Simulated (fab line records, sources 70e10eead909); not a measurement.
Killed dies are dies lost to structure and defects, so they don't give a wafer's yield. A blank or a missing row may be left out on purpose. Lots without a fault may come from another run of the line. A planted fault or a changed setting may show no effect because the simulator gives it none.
fab line records | flow nand_harc
record lots=11 wafers=33 last_day=32
route steps=1302 shown P_ZERO_WELL@19 END@1302
lots that met no fault: from a run of the same line without faults
start_h: hours from the record's first day to the start of the lot's first wafer shown | wait_h: hours since the lot's step before | " the same as in the row above | L1.1+2: a row that stands for several wafers | - no value, or no start given | * or withheld: withheld | < > ~ a bound
route shown NAME@n: a module of which the file shows steps, and the number in the route of the first | usual: mean/standard deviation of fault-free wafers | same: alike in all rows | chamber/n: place in a boat | sites: the reading at each site | _std_site: their standard deviation | _edge_site: outer sites' mean less inner sites' | radius_mm: how far each site lies from the wafer's centre | mask NAME#n: copy n | behind: the tool/chamber that last shaped the wafer | hold: why the lot was held/for how many hours/how that ended | device: the transistor (n, p or np) that didn't switch | end of line: the same wafers' tests at the end of the route | a step without rows: its recipe alone | killed: dies lost to structure and defects at the first sort, not the wafer's yield | map: a wafer's dies, x killed, . not, _ none there
set.NAME: the setting as run; set.NAME@STEP: as run at that earlier step | model.NAME: the simulator's own value behind a step, which no gauge read
steps of the route over a sample of lots; a table a step, a row a wafer
services: from which hour (start_h, from the record's first day; less than 0 if before it) a tool's chamber was out of use, for how many hours, and why
## steps
# step NHARC_P_ZERO_WELL_ETCH_63
# recipe target_depth_a=1200 time_s=40.1 hbr_flow_sccm=150 cl2_flow_sccm=50 rf_w=400 icp_w=400 bias_w=100 chemistry=HBr/Cl2
# usual drypump_motor_current_A=5.8/0.45 he_backside_leak_sccm=2.8/0.3 oes_product_au=1.006/0.018 throttle_valve_pct=26.405/0.0093
# same time_s=40.1
# columns lot.wafer tool chamber start_h wait_h drypump_motor_current_A he_backside_leak_sccm oes_product_au rf_hours_counter_h throttle_valve_pct
L481.4 rie_si-03 0 31.53 - 5.9 2.6 1.040 0.9 26.402
L481.1 " 3 " " 6.4 2.5 1.015 1.0 26.402
L481.5 " 0 " " 5.9 2.7 1.026 - 26.432
L483.2 rie_si-02 3 52.20 - 6.0 2.9 0.961 0.8 26.393
L483.4 " 1 " " 5.6 2.6 0.980 0.8 26.402
L483.5 " 2 " " 6.2 2.9 0.985 - 26.400
L484.1 rie_si-02 0 61.71 - 5.4 2.5 0.982 0.9 26.400
L484.2 " 2 " " 6.2 2.7 0.992 0.8 26.400
L484.6 " 0 " " 5.4 2.5 0.974 - 26.399
L485.2 rie_si-03 1 71.57 - 5.3 2.8 0.993 0.1 26.400
L485.5 " 3 " " 6.4 2.7 1.015 - 26.418
L485.4 " 1 " " 5.3 2.9 0.992 - 26.395
L486.1 rie_si-04 3 81.72 - 5.2 2.7 1.010 0.6 26.394
L486.2 " 0 " " 6.4 2.7 1.037 0.6 26.399
L486.6 " 0 " " 6.4 2.6 1.034 - 26.401
L488.4 rie_si-04 0 101.82 - 6.3 2.8 1.024 0.7 26.423
L488.3 " 1 " " 5.1 2.6 0.989 0.6 26.408
L488.5 " 1 " " 5.1 2.4 0.995 - 26.395
L491.3 rie_si-02 2 134.06 - 6.2 2.7 1.012 0.2 26.403
L491.2 " 1 " " 5.6 2.5 0.996 0.1 26.424
L491.6 " 2 " " 6.2 2.8 1.007 - 26.401
L493.1 rie_si-03 2 151.66 - 5.9 2.9 1.008 0.5 26.395
L493.2 " 3 " " 6.4 2.6 1.020 0.7 26.407
L493.3 " 1 " " 5.3 2.6 0.989 0.6 26.406
L501.1 rie_si-04 2 231.70 - 6.0 2.7 1.011 0.3 26.412
L501.2 " 3 " " 5.2 2.9 1.023 0.3 26.417
L501.6 " 1 " " 5.1 2.7 0.980 - 26.409
L502.4 rie_si-02 3 241.72 - 5.9 3.0 0.989 1.0 26.403
L502.1 " 2 " " 6.2 2.8 1.014 0.8 26.421
L502.6 " 3 " " 6.0 3.1 0.981 - 26.388
L503.3 rie_si-03 0 251.54 - 5.9 2.3 1.000 0.2 26.383
L503.1 " 2 " " 5.9 2.8 1.024 0.2 26.401
L503.5 " 0 " " 5.9 2.5 1.002 - 26.401
# step NHARC_P_ZERO_WELL_DESCUM_26
# recipe time_s=3 o2_flow_sccm=200 ar_flow_sccm=0 bias_power_w=0 chemistry=O2
# usual drypump_motor_current_A=5.8/0.46 mfc_ar_sccm=0.004/0.0059 oes_product_au=0.999/0.014 rf_vpp_V=57.6/0.94 showerhead_plenum_p_Torr=1.88/0.083 throttle_valve_pct=11.313/0.0083
# same time_s=3
# columns lot.wafer tool chamber start_h wait_h drypump_motor_current_A mfc_ar_sccm oes_product_au rf_hours_counter_h rf_vpp_V showerhead_plenum_p_Torr throttle_valve_pct
L481.1 rie_diel-06 0 32.61 - 6.1 0 1.012 25 58.4 1.90 11.310
L481.4 " 3 " " 6.2 0.008 0.984 28 58.1 1.89 11.319
L481.5 " 0 " " 6.1 0 1.013 - 56.8 1.90 11.306
L483.2 rie_diel-06 3 53.30 - 6.2 0.008 0.978 36 59.1 1.89 11.305
L483.5 " 0 " " 6.1 0 1.009 - 57.2 1.90 11.309
L483.4 " 2 " " 6.3 0 0.981 - 58.0 1.78 11.320
L484.2 rie_diel-10 1 62.82 - 5.5 0 0.992 51 56.8 1.77 11.295
L484.1 " 3 " " 5.8 0 0.994 50 57.4 1.97 11.308
L484.6 " 0 " " 5.0 0.000 0.997 - 56.5 1.78 11.307
L485.2 rie_diel-08 1 72.54 - 5.5 0 1.012 17 56.1 1.96 11.316
L485.4 " 2 " " 6.3 0 0.997 17 58.7 1.95 11.314
L485.5 " 1 " " 5.5 0 1.013 - 58.4 1.96 11.325
L486.1 rie_diel-06 3 82.71 - 6.2 0.008 0.993 46 58.7 1.89 11.311
L486.2 " 0 " " 6.1 0 1.014 42 58.7 1.89 11.326
L486.6 " 1 " " 5.6 0.015 0.990 - 57.8 1.84 11.320
L488.3 rie_diel-10 2 102.94 - 5.1 0.015 1.001 7 58.6 1.79 11.324
L488.5 " 1 " " 5.5 0 0.982 - 59.6 2.07 11.316
L488.4 " 0 " " 5.0 0.000 0.998 - 57.1 1.77 11.302
L491.3 rie_diel-08 3 135.38 - 5.1 0.000 1.001 39 58.7 1.99 11.310
L491.2 " 0 " " 6.0 0 1.018 41 57.1 1.80 11.308
L491.6 " 2 " " 6.3 0 0.982 - 58.8 1.95 11.304
L493.2 rie_diel-06 0 152.62 - 6.1 0 1.018 4 56.8 1.89 11.316
L493.3 " 1 " " 5.5 0.015 1.013 3 56.5 1.84 11.307
L493.1 " 2 " " 6.3 0 1.000 3 55.5 1.77 11.317
L501.1 rie_diel-06 2 232.81 - 6.3 0 0.990 31 58.2 1.77 11.309
L501.2 " 3 " " 6.2 0.008 0.983 26 57.1 1.88 11.321
L501.6 " 1 " " 5.5 0.015 0.997 - 56.7 1.83 11.308
L502.4 rie_diel-06 1 242.83 - 5.5 0.015 1.008 27 56.3 1.83 11.328
L502.1 " 2 " " 6.3 0 0.995 31 56.2 1.77 11.312
L502.6 " 0 " " 6.1 0 0.999 - 57.7 1.88 11.316
L503.1 rie_diel-10 3 252.65 - 5.7 0 0.996 0 56.6 1.95 11.317
L503.3 " 1 " " 5.5 0 0.990 0 57.4 2.06 11.320
L503.5 " 3 " " 5.7 0 0.995 - 59.2 1.95 11.311
# step NHARC_P_ZERO_WELL_EXPOSE_34
# recipe na=0.6 target_cd_nm=720 dose_mj=22.31 mask_id=P_PWELL
# usual focus_offset_nm=0.0/0.55
# same na=0.6
# columns lot.wafer tool chamber start_h wait_h mask focus_offset_nm
L481.1 krf_scanner-04 0 33.94 - P_PWELL#0 0.1
L481.4 " 0 " " P_PWELL#0 -0.5
L481.5 " 0 " " P_PWELL#0 0.0
L483.2 krf_scanner-02 0 54.53 - P_PWELL#0 -0.3
L483.4 " 0 " " P_PWELL#0 -0.9
L483.5 " 0 " " P_PWELL#0 0.2
L484.1 krf_scanner-04 0 64.12 - P_PWELL#0 0.8
L484.2 " 0 " " P_PWELL#0 0.8
L484.6 " 0 " " P_PWELL#0 0.3
L485.2 krf_scanner-02 0 73.90 - P_PWELL#0 -0.6
L485.4 " 0 " " P_PWELL#0 -0.4
L485.5 " 0 " " P_PWELL#0 -0.2
L486.1 krf_scanner-04 0 84.01 - P_PWELL#0 -0.5
L486.2 " 0 " " P_PWELL#0 -0.4
L486.6 " 0 " " P_PWELL#0 -0.6
L488.3 krf_scanner-04 0 104.28 - P_PWELL#0 -0.5
L488.4 " 0 " " P_PWELL#0 -0.9
L488.5 " 0 " " P_PWELL#0 -0.5
L491.2 krf_scanner-04 0 136.69 - P_NWELL#0 0.3
L491.3 " 0 " " P_NWELL#0 -0.6
L491.6 " 0 " " P_NWELL#0 -1.2
L493.1 krf_scanner-01 0 153.94 - P_PWELL#0 0.8
L493.2 " 0 " " P_PWELL#0 0.3
L493.3 " 0 " " P_PWELL#0 -0.2
L501.1 krf_scanner-02 0 234.11 - P_PWELL#0 -0.4
L501.2 " 0 " " P_PWELL#0 0.7
L501.6 " 0 " " P_PWELL#0 1.0
L502.1 krf_scanner-04 0 244.13 - P_PWELL#0 0.3
L502.4 " 0 " " P_PWELL#0 0.6
L502.6 " 0 " " P_PWELL#0 -0.3
L503.1 krf_scanner-04 0 253.85 - P_PWELL#0 0.7
L503.3 " 0 " " P_PWELL#0 0.4
L503.5 " 0 " " P_PWELL#0 0.1
# step NHARC_P_ZERO_WELL_CD_MEAS_37
# recipe target_cd_nm=720 landing_energy_ev=500
# usual cd_nm=720.3/2.4
# columns lot.wafer tool chamber start_h wait_h cd_nm
L481.1 cd_sem-02 0 34.09 - 717.1
L481.4 " 0 " " 716.3
L481.5 " 0 " " 716.5
L483.2 cd_sem-01 0 54.69 - 719.8
L483.4 " 0 " " 718.9
L483.5 " 0 " " 720.0
L484.1 cd_sem-02 0 64.28 - 719.2
L484.2 " 0 " " 722.6
L484.6 " 0 " " 717.8
L485.2 cd_sem-03 0 74.05 - 717.7
L485.4 " 0 " " 715.8
L485.5 " 0 " " 720.9
L486.1 cd_sem-03 0 84.17 - 715.2
L486.2 " 0 " " 718.1
L486.6 " 0 " " 722.6
L488.3 cd_sem-02 0 104.43 - 722.1
L488.4 " 0 " " 720.3
L488.5 " 0 " " 718.9
L491.2 cd_sem-02 0 136.84 - -
L491.3 " 0 " " -
L491.6 " 0 " " -
L493.1 cd_sem-01 0 154.10 - 720.7
L493.2 " 0 " " 719.6
L493.3 " 0 " " 721.3
L501.1 cd_sem-03 0 234.26 - 720.3
L501.2 " 0 " " 719.6
L501.6 " 0 " " 723.2
L502.1 cd_sem-03 0 244.28 - 721.8
L502.4 " 0 " " 725.2
L502.6 " 0 " " 723.9
L503.1 cd_sem-02 0 254.00 - 719.8
L503.3 " 0 " " 721.5
L503.5 " 0 " " 724.6
# step NHARC_P_ZERO_WELL_DESCUM_39
# recipe time_s=3 o2_flow_sccm=200 ar_flow_sccm=0 bias_power_w=0 chemistry=O2
# usual drypump_motor_current_A=5.8/0.46 mfc_ar_sccm=0.004/0.0061 oes_product_au=1.000/0.014 rf_vpp_V=57.6/0.98 showerhead_plenum_p_Torr=1.88/0.086 throttle_valve_pct=11.311/0.0091
# same time_s=3
# columns lot.wafer tool chamber start_h wait_h drypump_motor_current_A mfc_ar_sccm oes_product_au rf_hours_counter_h rf_vpp_V showerhead_plenum_p_Torr throttle_valve_pct
L481.4 rie_diel-06 3 34.25 - 6.2 0.008 1.004 28 57.4 1.89 11.307
L481.1 " 1 " " 5.5 0.015 1.015 29 56.9 1.85 11.311
L481.5 " 0 " " 6.1 0 1.033 - 61.4 1.90 11.307
L483.2 rie_diel-10 2 54.91 - 5.1 0.015 1.009 47 57.2 1.79 11.307
L483.4 " 3 " " 5.8 0 0.989 48 58.4 1.97 11.305
L483.5 " 2 " " 5.1 0.015 1.003 - 57.3 1.79 11.310
L484.1 rie_diel-08 1 64.46 - 5.5 0 1.019 15 58.0 1.96 11.325
L484.2 " 2 " " 6.3 0 1.003 15 57.6 1.95 11.305
L484.6 " 1 " " 5.5 0 1.020 - 57.0 1.96 11.317
L485.2 rie_diel-06 2 74.22 - 6.3 0 0.996 46 56.6 1.78 11.299
L485.4 " 0 " " 6.1 0 1.008 39 55.8 1.89 11.317
L485.5 " 2 " " 6.3 0 0.985 - 57.3 1.78 11.323
L486.2 rie_diel-06 3 84.35 - 6.2 0.008 0.989 46 57.7 1.89 11.313
L486.1 " 0 " " 6.1 0 1.015 42 58.3 1.89 11.304
L486.6 " 2 " " 6.3 0 0.976 - 56.8 1.78 11.313
L488.3 rie_diel-06 0 104.61 - 6.2 0 1.023 47 56.4 1.89 11.310
L488.4 " 1 " " 5.5 0.015 1.001 46 56.3 1.84 11.297
L488.5 " 3 " " 6.2 0.008 1.002 - 57.5 1.89 11.327
L491.3 rie_diel-08 2 137.01 - 6.3 0 0.998 39 57.9 1.95 11.306
L491.2 " 3 " " 5.1 0.000 1.011 40 58.4 1.99 11.308
L491.6 " 2 " " 6.4 0 0.989 - 57.9 1.95 11.316
L493.3 rie_diel-06 2 154.26 - 6.4 0 1.001 4 57.4 1.77 11.304
L493.2 " 0 " " 6.1 0 1.010 4 57.6 1.89 11.318
L493.1 " 1 " " 5.6 0.015 1.015 3 57.9 1.84 11.302
L501.2 rie_diel-06 3 234.43 - 6.2 0.008 0.977 26 58.5 1.88 11.313
L501.1 " 2 " " 6.3 0 0.998 31 56.8 1.77 11.318
L501.6 " 0 " " 6.1 0 1.014 - 57.0 1.88 11.306
L502.1 rie_diel-06 3 244.44 - 6.2 0.008 0.980 26 57.6 1.88 11.316
L502.4 " 0 " " 6.1 0 1.013 26 58.3 1.88 11.319
L502.6 " 0 " " 6.1 0 1.001 - 57.8 1.88 11.331
L503.3 rie_diel-10 2 254.19 - 5.1 0.015 1.009 0 59.3 2.08 11.323
L503.1 " 3 " " 5.7 0 0.993 0 59.3 1.95 11.311
L503.5 " 1 " " 5.5 0 1.009 - 58.6 2.06 11.305
# step NHARC_END_SORT_01
# recipe temp_c=25
# usual killed_at_array=56/19 killed_at_other=0.6/1 killed_at_periphery=3.9/2.7 killed_dies=61/19 killed_open=3.3/1.9 killed_short=2.4/1.7
# same gross_dies=677
# columns lot.wafer tool chamber start_h wait_h killed_at_array killed_at_other killed_at_periphery killed_dies killed_open killed_short
L491.2 prober-01 0 684.00 2.8 38 0 639 677 2 0
L491.3 prober-01 0 684.80 3.1 36 0 641 677 6 3
L491.6 prober-01 0 687.18 4.0 41 0 636 677 5 2
# killed by level:class
L491.2 P_ZERO_WELL:area_expose=635 A_SLIT:chamber_film_flake=30 A_CHANNEL_HOLE_D1:chamber_film_flake=6 P_GATE:chamber_film_flake=2 P_CONTACT:geometric_particle:open=1 A_CHANNEL_FILL_D2:geometric_particle:open=1 P_ZERO_WELL:chamber_film_flake=1 A_STAIRCASE:chamber_film_flake=1
L491.3 P_ZERO_WELL:area_expose=637 A_SLIT:chamber_film_flake=18 A_CHANNEL_HOLE_D1:chamber_film_flake=8 P_GATE:chamber_film_flake=3 A_CHANNEL_FILL_D1:geometric_particle:open=2 A_CONTACT:geometric_particle:open=2 A_SOURCE_PLATE:geometric_particle:short=1 A_DECK1_JOINT:geometric_particle:open=1
L491.6 P_ZERO_WELL:area_expose=633 A_SLIT:chamber_film_flake=26 A_CHANNEL_HOLE_D1:chamber_film_flake=5 A_M0:geometric_particle:open=3 A_STAIRCASE:chamber_film_flake=2 A_SOURCE_PLATE:geometric_particle:short=1 A_ONON_D2:geometric_particle:short=1 A_CHANNEL_HOLE_D2:geometric_particle:open=1
## services
# columns tool chamber start_h hours kind
krf_scanner-04 - 10.00 4.0 pm
rie_diel-08 - 13.80 9.0 pm
rie_si-03 1 23.54 4.8 repair
rie_diel-08 3 23.57 3.8 repair
rie_si-03 - 44.00 9.0 pm
rie_diel-06 1 48.32 8.0 repair
rie_si-03 2 61.40 12.7 repair
rie_diel-06 1 62.12 8.1 repair
rie_diel-10 - 65.50 9.0 pm
rie_diel-06 - 77.37 0.6 repair
rie_diel-10 2 78.86 1.7 repair
rie_si-03 1 91.98 6.2 repair
rie_si-02 - 100.00 9.0 pm
rie_diel-10 3 101.03 5.2 repair
rie_diel-06 - 130.37 9.0 pm
rie_diel-08 1 142.52 4.5 repair
krf_scanner-04 - 175.45 0.7 repair
rie_diel-06 3 181.43 9.7 repair
krf_scanner-04 - 182.00 4.0 pm
rie_diel-06 0 182.83 2.9 repair
krf_scanner-04 - 195.65 0.7 repair
rie_diel-10 - 243.00 9.0 pm
krf_scanner-04 - 251.34 0.5 repair
rie_diel-06 1 252.93 42.4 repair
## key
first_sign step=NHARC_P_ZERO_WELL_EXPOSE_34 reading=mask direction=changed
effect step=NHARC_P_ZERO_WELL_CD_MEAS_37 reading=cd_nm direction=missing
effect step=NHARC_END_SORT_01 reading=killed_at_periphery direction=up sigmas=99+ usual=3.9 struck=638.7
more_kills_born_at NHARC_P_ZERO_WELL_EXPOSE_34@krf_scanner-04=1905
met_at NHARC_P_ZERO_WELL_EXPOSE_34
struck_lots L491
later_rows_left_out L491.2,L491.3,L491.6
tester_left_out L491
not_acting_at NHARC_P_ZERO_WELL_ETCH_63,NHARC_P_ZERO_WELL_DESCUM_26,NHARC_P_ZERO_WELL_DESCUM_39
onset_between 104.28 136.69
fault kind=wrong_mask tool=any chamber=- onset_h=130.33 steps=NHARC_P_ZERO_WELL_EXPOSE_34 aux_copy=P_NWELL#0 scope=struck_lots_only
# tester_left_out: of these lots the tester's yield and bins aren't shown, on N5 and GAA mostly nor the transistor test; their killed dies are dies lost to structure and defects alone, not to doping, threshold or leakage, so they don't give the yield
# later_rows_left_out: the simulator's readings of these wafers behind a module that went badly wrong aren't trusted and aren't shown, but for the sort
